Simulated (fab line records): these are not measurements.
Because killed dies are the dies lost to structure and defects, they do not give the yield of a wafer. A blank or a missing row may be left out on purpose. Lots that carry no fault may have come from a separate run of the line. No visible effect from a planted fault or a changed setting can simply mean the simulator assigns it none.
fab line records	flow nand_harc
[record] lots = 11	wafers = 33	last_day = 34
route steps=1302 shown P_CONTACT@235 P_M0@261 END@1302
lots with no fault: from the same line, run without faults
start_h: start of the lot's first displayed wafer, in hours after the record's first day	wait_h: hours from the lot's prior step to this one	" as in the row above	L1.1+2: several wafers, shown together as one row	- either no value or no given start	* or withheld: withheld	< > ~ a bound
route shown NAME@n: NAME is a module with steps in the file, n the number in the route of the first one	usual: average and standard deviation across the fault-free wafers	same: alike in all rows	chamber/n: place in a boat	sites: per-site readings	_std_site: their standard deviation	_edge_site: mean of outer sites minus mean of inner sites	radius_mm: for every site, how far away it sits from the centre of the wafer	mask NAME#n: copy n	behind: the tool/chamber that last shaped the wafer	hold: what put the lot on hold/how long, in hours/how the hold closed	device: which transistor (n, p or np) failed to switch	end of line: tests run on the same wafers once the route is complete	where a step has no rows: the recipe by itself	killed: at the first sort, the dies lost to defects and structure; wafer yield is something else	map: per-die view of a wafer (x killed, . not killed, _ where there is no die)
set.NAME: setting as actually run; set.NAME@STEP: the setting as run at that earlier step	model.NAME: the simulator's own value behind a step, which no gauge read
a sample of lots followed through the steps of the route, with each step as a table and each wafer as a row
services: from which hour (start_h, from the record's first day; less than 0 if before it) a tool's chamber was out of use, for how many hours, and why
[[steps]]
[step NHARC_P_CONTACT_DESCUM_17]
[recipe] time_s = 3	o2_flow_sccm = 200	ar_flow_sccm = 0	bias_power_w = 0	chemistry = O2
[usual] drypump_motor_current_A = 5.9/0.36	oes_product_au = 0.999/0.0068	rf_vpp_V = 57.8/0.86	showerhead_plenum_p_Torr = 1.93/0.07	throttle_valve_pct = 11.311/0.0083
lot.wafer	tool	chamber	start_h	wait_h	drypump_motor_current_A	oes_product_au	rf_hours_counter_h	rf_vpp_V	showerhead_plenum_p_Torr	throttle_valve_pct
L289.4	rie_diel-11	2	117.27	0.1	5.8	0.998	0.7	57.1	2.00	11.314
L289.5	"	3	"	"	6.2	0.990	-	57.8	1.84	11.302
L289.6	"	0	"	"	6.5	1.003	-	58.5	2.02	11.310
L292.1	rie_diel-12	0	143.90	0.1	5.5	1.005	2.2	56.9	1.97	11.309
L292.3	"	1	"	"	6.0	0.988	2.3	58.0	1.97	11.313
L292.2	"	3	"	"	6.0	0.995	2.2	58.4	1.85	11.317
L294.1	rie_diel-12	1	165.28	0.1	6.1	1.000	3.6	59.4	1.97	11.318
L294.2	"	2	"	"	5.8	1.003	3.5	57.2	1.89	11.312
L294.4	"	3	"	"	5.9	1.003	-	57.1	1.85	11.301
L297.1	rie_diel-07	2	192.61	0.1	5.0	1.000	0.8	58.5	1.93	11.318
L297.3	"	0	"	"	6.2	1.005	0.9	56.5	1.83	11.309
L297.6	"	3	"	"	6.5	1.004	-	57.7	1.89	11.307
L296.4	rie_diel-12	2	192.82	0.1	5.7	0.989	5.5	58.1	1.89	11.303
L296.1	"	0	"	"	5.5	0.990	3.9	58.5	1.97	11.313
L296.3	"	1	"	"	6.1	0.988	5.5	58.4	1.97	11.306
L305.4	rie_diel-07	3	279.86	0.1	6.6	1.001	3.2	57.9	1.89	11.330
L305.3	"	0	"	"	6.1	0.995	3.4	59.1	1.83	11.302
L305.6	"	2	"	"	5.1	0.992	-	57.1	1.93	11.323
L306.4	rie_diel-12	0	293.17	0.1	5.5	0.994	0.9	58.8	1.96	11.302
L306.3	"	1	"	"	6.1	0.988	0.8	57.4	1.96	11.314
L306.6	"	3	"	"	5.9	1.007	-	56.1	1.85	11.314
L307.4	rie_diel-11	1	294.10	0.1	5.5	1.008	0.6	56.8	2.02	11.319
L307.2	"	3	"	"	6.2	0.995	0.6	57.0	1.84	11.314
L307.6	"	1	"	"	5.6	1.008	-	58.4	2.02	11.318
L309.2	rie_diel-11	1	316.36	0.1	5.6	0.992	1.6	58.8	2.02	11.312
L309.4	"	2	"	"	5.8	0.990	1.6	57.2	2.00	11.304
L309.6	"	0	"	"	6.4	1.002	-	57.3	2.02	11.304
L310.2	rie_diel-07	1	328.99	0.1	5.7	1.006	0.4	56.5	2.02	11.311
L310.6	"	3	"	"	6.5	1.005	-	56.6	1.89	11.318
L310.4	"	1	"	"	5.8	1.013	-	59.7	2.02	11.308
L312.4	rie_diel-12	0	350.26	0.1	5.5	0.993	3.8	56.7	1.96	11.328
L312.2	"	2	"	"	5.8	0.993	3.3	56.7	1.89	11.314
L312.6	"	0	"	"	5.5	0.986	-	57.2	1.96	11.308
[step NHARC_P_CONTACT_STRIP_28]
[recipe] o2_flow_sccm = 500	ar_flow_sccm = 0	bias_w = 0	chemistry = O2
[usual] drypump_motor_current_A = 5.9/0.47	oes_product_au = 0.999/0.0077	rf_vpp_V = 57.8/0.92	showerhead_plenum_p_Torr = 3.55/0.12	throttle_valve_pct = 17.036/0.0095
[same] bias_w = 0
lot.wafer	tool	chamber	start_h	wait_h	drypump_motor_current_A	oes_product_au	rf_hours_counter_h	rf_vpp_V	showerhead_plenum_p_Torr	throttle_valve_pct
L289.4	rie_diel-12	0	118.22	0.1	5.5	0.999	0.8	57.3	3.62	17.029
L289.6	"	2	"	"	5.8	1.001	-	58.3	3.49	17.028
L289.5	"	3	"	"	6.0	1.010	-	55.7	3.42	17.031
L292.1	rie_diel-07	2	144.85	0.1	5.1	1.000	0.4	58.0	3.55	17.020
L292.3	"	0	"	"	6.2	0.989	0.4	58.5	3.38	17.036
L292.2	"	1	"	"	5.8	0.989	0.4	57.7	3.71	17.049
L294.4	rie_diel-07	0	166.39	0.1	6.2	1.003	0.6	58.3	3.38	17.046
L294.1	"	1	"	"	5.7	1.003	0.6	57.1	3.71	17.033
L294.2	"	2	"	"	5.1	1.004	0.6	56.7	3.55	17.048
L297.3	rie_diel-11	0	193.57	0.1	6.4	1.006	3.2	59.2	3.71	17.040
L297.1	"	1	"	"	5.6	1.009	3.1	58.9	3.71	17.041
L297.6	"	0	"	"	6.4	1.019	-	57.2	3.71	17.041
L296.3	rie_diel-07	1	193.76	0.1	5.8	1.004	1.1	58.0	3.71	17.033
L296.1	"	2	"	"	5.1	0.997	1.1	58.3	3.55	17.042
L296.4	"	0	"	"	6.2	0.996	1.4	58.6	3.38	17.032
L305.4	rie_diel-12	1	280.83	0.1	6.1	0.999	0.6	56.8	3.62	17.042
L305.3	"	2	"	"	5.8	0.997	0.4	57.5	3.48	17.039
L305.6	"	0	"	"	5.5	0.991	-	57.6	3.62	17.023
L306.4	rie_diel-07	0	294.12	0.1	6.2	0.990	3.8	57.8	3.38	17.057
L306.3	"	1	"	"	5.7	0.991	3.1	58.4	3.71	17.034
L306.6	"	0	"	"	6.1	0.995	-	56.5	3.38	17.027
L307.4	rie_diel-12	2	295.07	0.1	5.8	0.986	1.2	56.6	3.48	17.035
L307.2	"	0	"	"	5.5	0.979	1.1	58.2	3.62	17.047
L307.6	"	2	"	"	5.8	0.978	-	57.9	3.48	17.028
L309.2	rie_diel-11	1	317.28	0.1	5.6	1.012	1.8	59.1	3.70	17.046
L309.4	"	3	"	"	6.2	0.995	2.1	57.4	3.40	17.040
L309.6	"	1	"	"	5.5	1.004	-	58.1	3.70	17.036
L310.4	rie_diel-12	3	330.08	0.1	6.0	1.001	2.2	58.8	3.41	17.028
L310.2	"	1	"	"	6.1	1.001	2.7	58.1	3.61	17.034
L310.6	"	3	"	"	6.0	1.007	-	56.5	3.41	17.032
L312.2	rie_diel-11	3	351.72	0.1	6.2	1.006	3.1	57.3	3.40	17.039
L312.6	"	0	"	"	6.5	0.999	-	57.7	3.70	17.037
L312.4	"	2	"	"	5.8	0.994	-	57.2	3.67	17.046
[step NHARC_P_CONTACT_ALD_22]
[recipe] target_thk_a = 30	pulse_time_s = 1	ald_cycles = 150	temp_c = 450	material = TiN
[usual] heater_power_outer_w = 714/91	heater_power_w = 1110/120	precursor_pulse_height_rel = 1.000/0.019
lot.wafer	tool	chamber	start_h	wait_h	heater_power_outer_w	heater_power_w	precursor_pulse_height_rel
L289.4	ald_metal-01	1	119.08	-	540	885	0.991
L289.6	"	0	"	"	771	1234	1.029
L289.5	"	1	"	"	552	872	0.964
L292.1	ald_metal-01	3	145.73	-	642	1015	1.009
L292.3	"	1	"	"	545	898	0.992
L292.2	"	2	"	"	857	1249	0.998
L294.4	ald_metal-04	1	167.25	-	798	1117	0.973
L294.1	"	2	"	"	668	1087	0.980
L294.2	"	3	"	"	769	1211	0.943
L297.1	ald_metal-01	3	194.45	-	636	994	0.958
L297.3	"	1	"	"	525	861	1.039
L297.6	"	3	"	"	626	1043	0.988
L296.3	ald_metal-04	2	194.66	-	675	1105	0.997
L296.4	"	3	"	"	779	1225	1.018
L296.1	"	0	"	"	684	1078	1.014
L305.3	ald_metal-04	2	281.68	-	674	1060	1.003
L305.4	"	3	"	"	790	1210	1.009
L305.6	"	3	"	"	806	1188	1.005
L306.4	ald_metal-04	2	295.01	-	670	1102	0.988
L306.3	"	3	"	"	780	1239	0.993
L306.6	"	2	"	"	705	1082	1.009
L307.4	ald_metal-02	0	295.95	-	648	1097	0.986
L307.2	"	1	"	"	777	1149	1.004
L307.6	"	0	"	"	662	1138	0.992
L309.2	ald_metal-01	0	318.16	-	822	1376	1.002
L309.4	"	1	"	"	558	871	1.008
L309.6	"	2	"	"	847	1201	0.998
L310.4	ald_metal-04	3	331.00	-	741	1108	0.984
L310.2	"	0	"	"	685	1025	0.989
L310.6	"	2	"	"	662	1049	1.026
L312.4	ald_metal-02	2	352.59	-	749	1176	0.991
L312.2	"	0	"	"	660	1115	1.028
L312.6	"	3	"	"	636	1007	0.993
[step NHARC_P_M0_PEB_07]
[recipe] peb_temp_c = 100	peb_time_s = 65
lot.wafer	tool	chamber	start_h	wait_h
L289.4+5+6	litho_track-04	0	121.15	0.0
L292.1+2+3	litho_track-06	0	147.80	0.1
L294.1+2+4	litho_track-06	0	169.89	0.1
L297.1+3+6	litho_track-06	0	197.24	0.1
L296.1+3+4	litho_track-06	0	197.65	0.1
L305.3+4+6	litho_track-04	0	283.63	0.0
L306.3+4+6	litho_track-04	0	297.07	0.0
L307.2+4+6	litho_track-01	0	298.00	0.1
L309.2+4+6	litho_track-04	0	320.81	0.1
L310.2+4+6	litho_track-06	0	333.02	0.1
L312.2+4+6	litho_track-01	0	354.55	0.1
[step NHARC_P_M0_CD_MEAS_09]
[recipe] target_cd_nm = 90	landing_energy_ev = 500
[usual] cd_nm = 89.9/0.48
lot.wafer	tool	chamber	start_h	wait_h	cd_nm
L289.4	cd_sem-02	0	121.23	-	89.5
L289.5	"	0	"	"	89.9
L289.6	"	0	"	"	89.5
L292.1	cd_sem-01	0	147.88	-	90.0
L292.2	"	0	"	"	90.5
L292.3	"	0	"	"	90.2
L294.1	cd_sem-01	0	169.97	-	90.0
L294.2	"	0	"	"	90.1
L294.4	"	0	"	"	90.7
L297.1	cd_sem-01	0	197.32	-	91.6
L297.3	"	0	"	"	91.2
L297.6	"	0	"	"	91.7
L296.1	cd_sem-03	0	197.73	-	92.2
L296.3	"	0	"	"	92.7
L296.4	"	0	"	"	92.6
L305.3	cd_sem-03	0	283.71	-	89.1
L305.4	"	0	"	"	90.3
L305.6	"	0	"	"	89.9
L306.3	cd_sem-01	0	297.15	-	89.3
L306.4	"	0	"	"	89.3
L306.6	"	0	"	"	90.4
L307.2	cd_sem-02	0	298.08	-	90.4
L307.4	"	0	"	"	90.1
L307.6	"	0	"	"	90.2
L309.2	cd_sem-01	0	320.89	-	90.0
L309.4	"	0	"	"	90.4
L309.6	"	0	"	"	90.2
L310.2	cd_sem-02	0	333.10	-	90.3
L310.4	"	0	"	"	89.5
L310.6	"	0	"	"	89.9
L312.2	cd_sem-03	0	354.63	-	90.4
L312.4	"	0	"	"	90.1
L312.6	"	0	"	"	89.8
[step NHARC_END_SORT_01]
[recipe] temp_c = 25
[usual] defect_limited_yield = 91.7/2.8	killed_at_array = 52/19	killed_at_other = 0.8/1	killed_at_periphery = 3.7/2.5	killed_dies = 56/19	killed_open = 3.5/2	killed_short = 2.2/1.4	sort_bin_2_pct = 2.9/1.2	sort_bin_3_pct = 0.6/0.36	sort_bin_4_pct = 4.8/1.6	sort_n_pass = 621/19	sort_rim_yield_pct = 92/3.9	sort_yield_pct = 91.7/2.8
[same] gross_dies = 677	sort_bin_5_pct[%] = 0	sort_bin_6_pct[%] = 0	sort_bin_7_pct[%] = 0	sort_bin_8_pct[%] = 0	sort_rim_n_gross = 106.00
lot.wafer	tool	chamber	start_h	wait_h	defect_limited_yield[%]	killed_at_array	killed_at_other	killed_at_periphery	killed_dies	killed_open	killed_short	sort_bin_2_pct[%]	sort_bin_3_pct[%]	sort_bin_4_pct[%]	sort_n_pass	sort_rim_yield_pct[%]	sort_yield_pct[%]
L289.4	prober-02	0	564.96	3.4	92.3	49	0	3	52	3	2	3.0	1.0	3.7	625	98	92.3
L289.5	prober-02	0	565.75	3.7	92.8	46	0	3	49	4	1	3.1	0.3	3.8	628	98	92.8
L289.6	prober-02	0	566.54	3.9	93.6	38	3	2	43	3	4	2.4	0.3	3.7	634	96	93.6
L294.1	prober-02	0	596.73	2.5	91.3	56	0	3	59	0	1	3.7	0.7	4.3	618	90	91.3
L294.2	prober-02	0	597.53	2.8	94.8	32	0	3	35	6	2	1.0	0.9	3.2	642	86	94.8
L294.4	prober-02	0	599.13	3.4	93.2	46	0	0	46	3	2	2.4	1.0	3.4	631	89	93.2
L292.1	prober-01	0	596.77	2.5	92.5	48	1	2	51	3	2	1.2	0.7	5.6	626	94	92.5
L292.2	prober-01	0	597.55	2.8	92.8	45	1	3	49	3	1	2.2	0.4	4.6	628	97	92.8
L292.3	prober-01	0	598.34	3.1	91.7	54	1	1	56	1	4	2.4	0.3	5.6	621	98	91.7
L296.1	prober-01	0	630.62	2.5	89.5	68	1	2	71	1	3	4.6	0.1	5.8	606	93	89.5
L296.3	prober-01	0	632.23	3.1	87.4	81	0	4	85	4	3	4.1	0.9	7.5	592	88	87.4
L296.4	prober-01	0	633.03	3.4	91.1	57	0	3	60	4	2	3.7	0	5.2	617	88	91.1
L297.1	prober-02	0	630.64	2.5	93.1	43	1	3	47	6	2	2.8	0.1	4.0	630	89	93.1
L297.3	prober-02	0	632.24	3.1	93.1	43	0	4	47	5	4	2.8	0.1	4.0	630	92	93.1
L297.6	prober-02	0	634.63	4.0	91.1	56	1	3	60	4	2	2.5	0.4	5.9	617	91	91.1
L305.3	prober-01	0	726.31	3.1	92.8	40	2	7	49	2	3	2.8	0.6	3.8	628	91	92.8
L305.4	prober-01	0	727.10	3.4	94.7	34	0	2	36	0	2	1.9	0.1	3.2	641	91	94.7
L305.6	prober-01	0	728.69	4.0	94.5	30	4	3	37	6	0	1.6	0.1	3.7	640	92	94.5
L306.3	prober-02	0	741.83	3.1	90.4	61	0	4	65	8	1	3.5	0.9	5.2	612	95	90.4
L306.4	prober-02	0	742.63	3.4	88.3	75	1	3	79	1	6	3.4	0.3	8.0	598	90	88.3
L306.6	prober-02	0	744.24	4.0	88.3	74	2	3	79	7	3	3.8	0.1	7.7	598	90	88.3
L307.2	prober-01	0	748.83	2.8	88.5	74	2	2	78	6	5	5.0	1.3	5.2	599	88	88.5
L307.4	prober-01	0	750.43	3.4	89.8	68	0	1	69	5	2	3.4	0.6	6.2	608	91	89.8
L307.6	prober-01	0	752.04	4.0	88.5	74	0	4	78	8	1	4.4	0.9	6.2	599	88	88.5
L309.2	prober-01	0	763.80	2.8	92.6	46	1	3	50	3	2	2.8	0.9	3.7	627	90	92.6
L309.4	prober-01	0	765.42	3.4	95.1	27	1	5	33	3	1	1.3	0.4	3.1	644	96	95.1
L309.6	prober-01	0	767.04	4.1	95.3	27	1	4	32	1	2	1.3	1.2	2.2	645	94	95.3
L310.2	prober-02	0	779.11	2.8	92.3	49	0	3	52	1	2	2.5	0.9	4.3	625	98	92.3
L310.4	prober-02	0	780.72	3.4	89.5	65	0	6	71	3	2	3.0	0.7	6.8	606	96	89.5
L310.6	prober-02	0	782.33	4.0	90.8	56	2	4	62	1	2	3.0	1.0	5.2	615	94	90.8
L312.2	prober-02	0	804.64	2.8	96.3	24	1	0	25	2	2	1.6	0.1	1.9	652	96	96.3
L312.4	prober-02	0	806.22	3.4	95.1	30	1	2	33	2	4	0.7	0.4	3.7	644	98	95.1
L312.6	prober-02	0	807.80	3.9	96.0	19	1	7	27	5	2	1.5	0.1	2.4	650	94	96.0
// killed by level:class
L289.4 A_SLIT:chamber_film_flake=25 A_CHANNEL_HOLE_D2:chamber_film_flake=6 A_CONTACT:chamber_film_flake=4 A_WL_FILL:chamber_film_flake=3 A_DECK1_JOINT:geometric_particle:open=2 A_ONON_D2:geometric_particle:open=1 A_ONON_D2:geometric_particle:short=1 A_CHANNEL_FILL_D2:geometric_particle:short=1
L289.5 A_SLIT:chamber_film_flake=22 A_CHANNEL_HOLE_D2:chamber_film_flake=5 A_WL_FILL:chamber_film_flake=5 A_CONTACT:chamber_film_flake=4 A_M0:geometric_particle:open=3 A_STAIRCASE:chamber_film_flake=3 P_STI:geometric_particle:short=1 A_SOURCE_PLATE:geometric_particle:open=1
L289.6 A_SLIT:chamber_film_flake=17 A_CHANNEL_HOLE_D2:chamber_film_flake=8 THIN_TSV:chamber_film_flake=3 A_DECK1_JOINT:chamber_film_flake=2 P_M0:geometric_particle:short=1 A_ONON_D1:geometric_particle:short=1 A_CHANNEL_FILL_D1:geometric_particle:short=1 A_DECK1_JOINT:geometric_particle:open=1
L294.1 A_CHANNEL_HOLE_D2:chamber_film_flake=26 A_CHANNEL_HOLE_D1:chamber_film_flake=19 A_CONTACT:chamber_film_flake=5 A_CHANNEL_FILL_D1:chamber_film_flake=2 A_CHANNEL_FILL_D1:geometric_particle:short=1 P_ZERO_WELL:chamber_film_flake=1 P_STI:chamber_film_flake=1 P_M2:chamber_film_flake=1
L292.1 A_SLIT:chamber_film_flake=28 A_CHANNEL_HOLE_D2:chamber_film_flake=10 A_CONTACT:chamber_film_flake=3 A_DECK1_JOINT:chamber_film_flake=2 P_CONTACT:geometric_particle:open=1 P_M0:geometric_particle:open=1 A_SOURCE_PLATE:geometric_particle:open=1 A_CHANNEL_FILL_D1:geometric_particle:short=1
L294.2 A_CHANNEL_HOLE_D1:chamber_film_flake=10 A_CHANNEL_HOLE_D2:chamber_film_flake=8 A_CONTACT:chamber_film_flake=4 A_STAIRCASE:chamber_film_flake=2 P_M0:geometric_particle:open=1 P_M0:geometric_particle:short=1 A_ONON_D1:geometric_particle:open=1 A_DECK1_JOINT:geometric_particle:open=1
L292.2 A_SLIT:chamber_film_flake=29 A_CHANNEL_HOLE_D2:chamber_film_flake=7 A_CHANNEL_HOLE_D1:chamber_film_flake=2 A_CONTACT:chamber_film_flake=2 P_CONTACT:geometric_particle:open=1 A_CHANNEL_HOLE_D1:geometric_particle:open=1 A_ONON_D2:geometric_particle:open=1 A_CHANNEL_HOLE_D2:geometric_particle:short=1
L292.3 A_SLIT:chamber_film_flake=35 A_CHANNEL_HOLE_D2:chamber_film_flake=9 A_CONTACT:chamber_film_flake=4 P_M1:geometric_particle:short=1 A_SOURCE_PLATE:geometric_particle:open=1 A_SOURCE_PLATE:geometric_particle:short=1 A_ONON_D1:geometric_particle:short=1 A_CHANNEL_FILL_D1:geometric_particle:short=1
L294.4 A_CHANNEL_HOLE_D1:chamber_film_flake=24 A_CHANNEL_HOLE_D2:chamber_film_flake=12 A_CHANNEL_FILL_D1:chamber_film_flake=2 A_CONTACT:chamber_film_flake=2 A_CHANNEL_HOLE_D1:geometric_particle:short=1 A_CHANNEL_FILL_D1:geometric_particle:short=1 A_ONON_D2:geometric_particle:open=1 A_WL_FILL:geometric_particle:open=1
L296.1 A_CHANNEL_HOLE_D2:chamber_film_flake=29 A_SLIT:chamber_film_flake=28 A_WL_FILL:geometric_particle:short=3 A_ZERO_WELL:chamber_film_flake=3 A_CHANNEL_HOLE_D1:chamber_film_flake=3 A_ONON_D1:geometric_particle:open=1 P_STI:chamber_film_flake=1 P_GATE:chamber_film_flake=1
L297.1 A_CHANNEL_HOLE_D2:chamber_film_flake=17 A_CHANNEL_HOLE_D1:chamber_film_flake=15 A_CONTACT:chamber_film_flake=4 A_DECK1_JOINT:geometric_particle:open=2 A_BLC:geometric_particle:open=2 P_CONTACT:geometric_particle:short=1 P_M0:geometric_particle:open=1 A_SOURCE_PLATE:geometric_particle:open=1
L296.3 A_CHANNEL_HOLE_D2:chamber_film_flake=38 A_SLIT:chamber_film_flake=32 A_CONTACT:chamber_film_flake=4 P_GATE:chamber_film_flake=2 A_CHANNEL_HOLE_D1:chamber_film_flake=2 P_M0:geometric_particle:open=1 P_M2:geometric_particle:open=1 A_SOURCE_PLATE:geometric_particle:short=1
L297.3 A_CHANNEL_HOLE_D1:chamber_film_flake=15 A_CHANNEL_HOLE_D2:chamber_film_flake=14 P_GATE:chamber_film_flake=3 A_CONTACT:chamber_film_flake=3 P_GATE:geometric_particle:short=1 A_ONON_D1:geometric_particle:open=1 A_CHANNEL_FILL_D1:geometric_particle:open=1 A_DECK1_JOINT:geometric_particle:short=1
L296.4 A_SLIT:chamber_film_flake=29 A_CHANNEL_HOLE_D2:chamber_film_flake=15 A_CONTACT:chamber_film_flake=3 A_ZERO_WELL:chamber_film_flake=2 P_GATE:geometric_particle:open=1 P_CONTACT:geometric_particle:short=1 A_CHANNEL_FILL_D2:geometric_particle:open=1 A_SGD_CUT:geometric_particle:open=1
L297.6 A_CHANNEL_HOLE_D1:chamber_film_flake=24 A_CHANNEL_HOLE_D2:chamber_film_flake=15 A_CONTACT:chamber_film_flake=8 A_STAIRCASE:chamber_film_flake=4 A_ONON_D2:geometric_particle:open=2 P_BONDPAD:geometric_particle:open=1 A_ONON_D1:geometric_particle:open=1 A_CHANNEL_HOLE_D1:geometric_particle:short=1
L305.3 A_CHANNEL_HOLE_D1:chamber_film_flake=25 A_CONTACT:chamber_film_flake=4 P_GATE:chamber_film_flake=3 A_CHANNEL_FILL_D2:geometric_particle:short=2 P_STI:chamber_film_flake=2 A_CHANNEL_FILL_D2:chamber_film_flake=2 THIN_TSV:chamber_film_flake=2 A_SLIT:geometric_particle:short=1
L305.4 A_CHANNEL_HOLE_D1:chamber_film_flake=12 A_CONTACT:chamber_film_flake=5 A_CHANNEL_HOLE_D2:chamber_film_flake=4 A_CHANNEL_FILL_D2:chamber_film_flake=4 A_SLIT:chamber_film_flake=3 P_STI:chamber_film_flake=2 A_STAIRCASE:chamber_film_flake=2 A_ONON_D1:geometric_particle:short=1
L305.6 A_CHANNEL_HOLE_D1:chamber_film_flake=13 A_SLIT:chamber_film_flake=4 A_CHANNEL_HOLE_D2:chamber_film_flake=3 THIN_TSV:chamber_film_flake=3 A_CHANNEL_FILL_D2:geometric_particle:open=2 P_CONTACT:chamber_film_flake=2 A_CONTACT:chamber_film_flake=2 P_STI:geometric_particle:open=1
L306.3 A_CHANNEL_HOLE_D2:chamber_film_flake=30 A_CONTACT:chamber_film_flake=9 A_CHANNEL_HOLE_D1:chamber_film_flake=4 A_DECK1_JOINT:chamber_film_flake=4 A_CONTACT:geometric_particle:open=2 A_CHANNEL_FILL_D1:chamber_film_flake=2 A_SGD_CUT:chamber_film_flake=2 P_CONTACT:geometric_particle:open=1
L306.4 A_CHANNEL_HOLE_D2:chamber_film_flake=39 A_CHANNEL_HOLE_D1:chamber_film_flake=14 A_CONTACT:chamber_film_flake=7 A_SLIT:chamber_film_flake=4 A_ONON_D1:geometric_particle:short=3 A_DECK1_JOINT:chamber_film_flake=2 A_SGD_CUT:chamber_film_flake=2 P_CONTACT:geometric_particle:short=1
L306.6 A_CHANNEL_HOLE_D2:chamber_film_flake=29 A_CHANNEL_HOLE_D1:chamber_film_flake=14 A_SLIT:chamber_film_flake=9 A_CONTACT:chamber_film_flake=6 A_SGD_CUT:geometric_particle:open=2 A_M0:geometric_particle:open=2 A_STAIRCASE:chamber_film_flake=2 A_SGD_CUT:chamber_film_flake=2
L307.2 A_SLIT:chamber_film_flake=32 A_CHANNEL_HOLE_D1:chamber_film_flake=26 P_M0:geometric_particle:open=2 A_CHANNEL_HOLE_D1:geometric_particle:short=2 A_M0:geometric_particle:open=2 A_M0:chamber_film_flake=2 THIN_TSV:chamber_film_flake=2 A_CHANNEL_FILL_D1:geometric_particle:open=1
L307.4 A_SLIT:chamber_film_flake=40 A_CHANNEL_HOLE_D1:chamber_film_flake=12 A_CHANNEL_HOLE_D2:chamber_film_flake=3 A_DECK1_JOINT:chamber_film_flake=2 A_M0:chamber_film_flake=2 P_CONTACT:geometric_particle:open=1 A_CHANNEL_HOLE_D1:geometric_particle:short=1 A_ONON_D2:geometric_particle:open=1
L307.6 A_CHANNEL_HOLE_D1:chamber_film_flake=30 A_SLIT:chamber_film_flake=30 A_CHANNEL_FILL_D2:chamber_film_flake=2 A_STAIRCASE:chamber_film_flake=2 P_STI:geometric_particle:open=1 P_GATE:geometric_particle:open=1 P_M0:geometric_particle:open=1 A_CHANNEL_HOLE_D1:geometric_particle:short=1
L309.2 A_CHANNEL_HOLE_D1:chamber_film_flake=21 A_CONTACT:chamber_film_flake=9 A_SLIT:chamber_film_flake=5 A_STAIRCASE:chamber_film_flake=3 P_GATE:chamber_film_flake=2 A_DECK1_JOINT:geometric_particle:short=1 A_CHANNEL_HOLE_D2:geometric_particle:open=1 A_CHANNEL_FILL_D2:geometric_particle:open=1
L309.4 A_CHANNEL_HOLE_D1:chamber_film_flake=11 A_CONTACT:chamber_film_flake=5 P_CONTACT:geometric_particle:open=3 A_DECK1_JOINT:chamber_film_flake=3 A_SLIT:chamber_film_flake=3 A_CHANNEL_FILL_D2:geometric_particle:short=1 P_ZERO_WELL:chamber_film_flake=1 P_GATE:chamber_film_flake=1
L309.6 A_CHANNEL_HOLE_D1:chamber_film_flake=11 P_GATE:chamber_film_flake=4 A_SLIT:chamber_film_flake=4 A_CONTACT:chamber_film_flake=4 A_CHANNEL_HOLE_D2:chamber_film_flake=2 A_CHANNEL_FILL_D1:geometric_particle:short=1 A_DECK1_JOINT:geometric_particle:short=1 A_CHANNEL_FILL_D2:geometric_particle:open=1
L310.2 A_SLIT:chamber_film_flake=30 A_STAIRCASE:chamber_film_flake=6 A_CHANNEL_HOLE_D1:chamber_film_flake=5 P_M0:chamber_film_flake=2 A_CONTACT:chamber_film_flake=2 A_SOURCE_PLATE:geometric_particle:short=1 A_ONON_D1:geometric_particle:short=1 A_CHANNEL_HOLE_D1:geometric_particle:open=1
L310.4 A_SLIT:chamber_film_flake=43 A_CHANNEL_HOLE_D1:chamber_film_flake=4 A_CHANNEL_FILL_D1:chamber_film_flake=4 A_STAIRCASE:chamber_film_flake=4 A_CONTACT:chamber_film_flake=3 P_STI:chamber_film_flake=2 P_M0:chamber_film_flake=2 A_CHANNEL_HOLE_D1:unspecified=2
L310.6 A_SLIT:chamber_film_flake=33 A_CHANNEL_HOLE_D1:chamber_film_flake=9 A_STAIRCASE:chamber_film_flake=6 P_M0:chamber_film_flake=2 A_CHANNEL_FILL_D1:chamber_film_flake=2 A_CONTACT:chamber_film_flake=2 THIN_TSV:chamber_film_flake=2 P_M0:geometric_particle:open=1
L312.2 A_CONTACT:chamber_film_flake=11 A_SLIT:chamber_film_flake=4 A_ONON_D1:geometric_particle:open=2 A_CHANNEL_HOLE_D1:chamber_film_flake=2 A_STAIRCASE:chamber_film_flake=2 A_DECK1_JOINT:geometric_particle:short=1 A_CHANNEL_FILL_D2:geometric_particle:short=1 A_CHANNEL_FILL_D1:chamber_film_flake=1
L312.4 A_CONTACT:chamber_film_flake=10 A_SLIT:chamber_film_flake=9 A_CHANNEL_FILL_D2:geometric_particle:short=3 A_WL_FILL:chamber_film_flake=3 P_M1:geometric_particle:open=1 A_DECK1_JOINT:geometric_particle:short=1 A_M1:geometric_particle:open=1 P_STI:chamber_film_flake=1
L312.6 A_SLIT:chamber_film_flake=6 A_CONTACT:chamber_film_flake=4 A_CHANNEL_FILL_D1:chamber_film_flake=3 P_STI:chamber_film_flake=2 A_CHANNEL_HOLE_D2:chamber_film_flake=2 P_ZERO_WELL:geometric_particle:open=1 P_GATE:geometric_particle:open=1 P_CONTACT:geometric_particle:open=1
[[services]]
tool	chamber	start_h	hours	kind
rie_diel-07	-	117.20	9.0	pm
ald_metal-04	-	118.00	10.0	pm
rie_diel-12	3	155.98	4.1	repair
rie_diel-11	-	160.03	1.8	repair
rie_diel-12	0	161.09	21.0	repair
ald_metal-01	-	170.00	10.0	pm
litho_track-06	-	179.00	7.0	pm
rie_diel-12	1	201.23	7.6	repair
litho_track-04	-	203.00	7.0	pm
rie_diel-07	1	242.46	23.0	repair
ald_metal-04	1	252.60	3.2	repair
rie_diel-11	-	255.50	9.0	pm
rie_diel-07	3	256.23	2.3	repair
rie_diel-12	-	268.40	9.0	pm
ald_metal-04	2	270.79	3.1	repair
rie_diel-07	-	294.20	9.0	pm
ald_metal-04	-	296.00	10.0	pm
rie_diel-12	2	301.15	3.8	repair
ald_metal-01	3	308.71	15.2	repair
ald_metal-01	0	313.33	2.5	repair
rie_diel-07	0	328.18	2.0	repair
rie_diel-11	1	346.91	4.9	repair
ald_metal-01	-	348.00	10.0	pm
litho_track-06	-	354.00	7.0	pm
[[key]]
[first_sign] step = NHARC_P_M0_CD_MEAS_09	reading = cd_nm	direction = up	sigmas = 4.3	usual = 89.9	struck = 92.0	through = control_loop
effect none on later readings
met_at NHARC_P_M0_PEB_07
struck_lots L296,L297
[loop_trim] step = NHARC_P_M0_EXPOSE_06	setting = dose	lots = L296
not_acting_at NHARC_P_CONTACT_DESCUM_17,NHARC_P_CONTACT_STRIP_28,NHARC_P_CONTACT_ALD_22
onset_between 169.89 197.24
[fault] kind = process_parameter_drift	tool = litho_track-06	chamber = -	onset_h = 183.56	steps = NHARC_P_M0_PEB_07	channel = peb_time_s	offset = *	shape = step	end_h = 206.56	acts_in = *	stated = *
// loop_trim: a control loop set the setting to another value than it would have without faults
